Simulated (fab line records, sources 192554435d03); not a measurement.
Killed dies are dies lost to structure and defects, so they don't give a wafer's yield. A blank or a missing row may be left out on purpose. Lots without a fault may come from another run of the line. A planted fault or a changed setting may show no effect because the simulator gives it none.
Chamber matching | flow n5_finfet | N5_BEOL_M4_PRE_CLEAN_60 on cvd_co-01: 3 sister chambers
The step time 15 s. 3 wafers are shown with their chamber, then 11 later ones without.

WAFERS WITH THEIR CHAMBER
wafer  | chamber | heater_power_outer_w (W)
L090.2 | 1       | 16
L090.3 | 0       | 12
L088.1 | 2       | 6

WAFERS WITHOUT THEIR CHAMBER
wafer  | heater_power_outer_w (W)
L088.2 | 16
L088.5 | 6
L091.3 | 16
L091.5 | 6
L091.6 | 16
L096.1 | 6
L096.3 | 16
L096.5 | 6
L097.1 | 13
L097.2 | 16
L097.3 | 6

WHICH CHAMBER EACH WENT THROUGH
wafer  | from the rows above | in truth
L088.2 | 1                   | 1
L088.5 | 2                   | 2
L091.3 | 1                   | 1
L091.5 | 2                   | 2
L091.6 | 1                   | 1
L096.1 | 2                   | 2
L096.3 | 1                   | 1
L096.5 | 2                   | 2
L097.1 | 0                   | 0
L097.2 | 1                   | 1
L097.3 | 2                   | 2
Placed correctly: 11 of 11. Can't be placed from these rows: 0. Placed wrongly: 0.
How it was worked out, from the rows above alone: a wafer's distance from a chamber is the root of the sum, over the readings, of the square of ((its reading less the chamber's mean) divided by the reading's scatter). The wafer belongs to the nearest chamber; if the next one is less than 2 further off, it can't be placed. A chamber's mean is the mean of its shown wafers. The scatter: with one shown wafer a chamber, the root of the mean of the squares of how far each hidden wafer lies from its nearest shown one.
